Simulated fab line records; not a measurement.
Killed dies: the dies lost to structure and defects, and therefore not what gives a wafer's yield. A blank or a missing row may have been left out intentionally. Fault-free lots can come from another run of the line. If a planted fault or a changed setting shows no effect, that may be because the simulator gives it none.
Lot-split experiment | flow n5-finfet | 21 wafers read across 7 lots, on a route 1938 steps long

== ON THE SPLIT ==
At N5_BEOL_M0_TRENCH_ETCH_107 (etches SiOC in C4F6/O2, target depth 32.8 nm, time 16.4 s), the setting target-depth-a was moved away from the recipe's 328 angstrom on 6 of the 21 wafers read, by +6.5% to +9.5%. For the rest of the wafers, this setting stayed at what the recipe calls for.

== THE PATH FROM SPLIT TO READING: the file shows 1 step between them ==
- N5_BEOL_M0_STRIP_142: strips in N2/H2, time 10 s

== THE READING ==
trench-depth-nm, in nm, at N5_BEOL_M0_OCD_MEAS_108. A value of 32.8 nm with a standard deviation of 0.46 nm is what fault-free wafers of this fab line usually give.

wafer  | tool, chamber at the split | target-depth-a as run, angstrom | against the recipe | trench-depth-nm, nm | against lot-mates on the recipe
L076.1 | rie-diel-04, 2,0           | 328                             | recipe             | 32.7                | -
L076.4 | rie-diel-04, 2,0           | 328                             | recipe             | 32.7                | -
L076.5 | rie-diel-04, 2             | 328                             | recipe             | 32.8                | -
L081.3 | rie-diel-04, 0             | 350.5                           | +6.9%              | 34.9                | +1.5
L081.4 | rie-diel-04, 3             | 328                             | recipe             | 33.5                | -
L081.5 | rie-diel-04, 3             | 328                             | recipe             | 33.3                | -
L080.1 | rie-diel-06, 3,0           | 354                             | +7.9%              | 35.5                | +1.9
L080.2 | rie-diel-06, 3,0           | 354                             | +7.9%              | 35.8                | +2.2
L080.4 | rie-diel-06, 2             | 328                             | recipe             | 33.6                | -
L090.4 | rie-diel-05, 0             | 328                             | recipe             | 33.2                | -
L090.5 | rie-diel-05, 2             | 328                             | recipe             | 32.5                | -
L090.6 | rie-diel-05, 3             | 328                             | recipe             | 32.6                | -
L091.2 | rie-diel-04, 0             | 359.2                           | +9.5%              | 35.5                | +3.0
L091.3 | rie-diel-04, 2             | 328                             | recipe             | 32.5                | -
L091.6 | rie-diel-04, 3             | 328                             | recipe             | 32.6                | -
L092.2 | rie-diel-05, 0             | 328                             | recipe             | 33.1                | -
L092.4 | rie-diel-05, 3             | 328                             | recipe             | 32.5                | -
L092.5 | rie-diel-05, 2             | 328                             | recipe             | 32.3                | -
L097.2 | rie-diel-05, 3             | 349.4                           | +6.5%              | 34.2                | +1.8
L097.3 | rie-diel-05, 2             | 349.4                           | +6.5%              | 34.9                | +2.5
L097.4 | rie-diel-05, 1             | 328                             | recipe             | 32.4                | -
The file does not say which wafer passed through which chamber wherever a row lists several chambers: such a row stands for several wafers.

FIT RESULTS
A straight line over all 21 wafers: trench-depth-nm changes by +0.308 nm for each +1% of target-depth-a; r = +0.94; the points scatter about the line by 0.41 nm.
The same after taking each lot's own level away (the mean of its wafers on the recipe; 21 wafers): +0.284 nm for each +1%; r = +0.97; scatter 0.28 nm.
Per that fit: largest target-depth-a move, reading shift of 2.7 nm.
The span of the lots' own levels, 32.40 to 33.60 nm, comes to 2.6 times the standard deviation stated above.
The two slopes agree, so the slope changes little with the lot-to-lot level.
Check: for one of the wafers moved furthest among these (+9.5%), held out of the fit, the line's prediction against its lot-mates is +2.61 nm. It came out at +2.95 nm against them.

== THESE WAFERS: OTHER SPLITS ==
These wafers also went through other splits before the reading. Each is held against what the fit with the lots' levels taken away leaves over:
other split on the same wafers        | wafers away from the commonest value | r with trench-depth-nm (lot level and that fit taken away)
N5_MOL_CONTACT_COAG_EXPOSE_05 dose-mj | 8                                    | -0.07
N5_MOL_CONTACT_COAG_EXPOSE_37 dose-mj | 5                                    | +0.02
N5_BEOL_M0_SAQP_ETCH_107 bias-w       | 8                                    | +0.17

== THE WHOLE CHAIN: every reading that the file lists as answering this split, in the file's order ==
step                       | what it does                                              | reading                                                                   | change (the file's fit)               | r (the file's)
N5_BEOL_M0_TRENCH_ETCH_107 | etches SiOC in C4F6/O2, target depth 32.8 nm, time 16.4 s | BEOL_M0.feature-depth-nm (the simulator's own value, which no gauge read) | +0.299 nm for each +1% of the setting | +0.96
N5_BEOL_M0_OCD_MEAS_108    |                                                           | trench-depth-nm                                                           | +0.282 nm for each +1% of the setting | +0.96

== FILE'S OWN FIT ==
trench-depth-nm changes by +0.282 nm for each +1% of target-depth-a, r = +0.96.
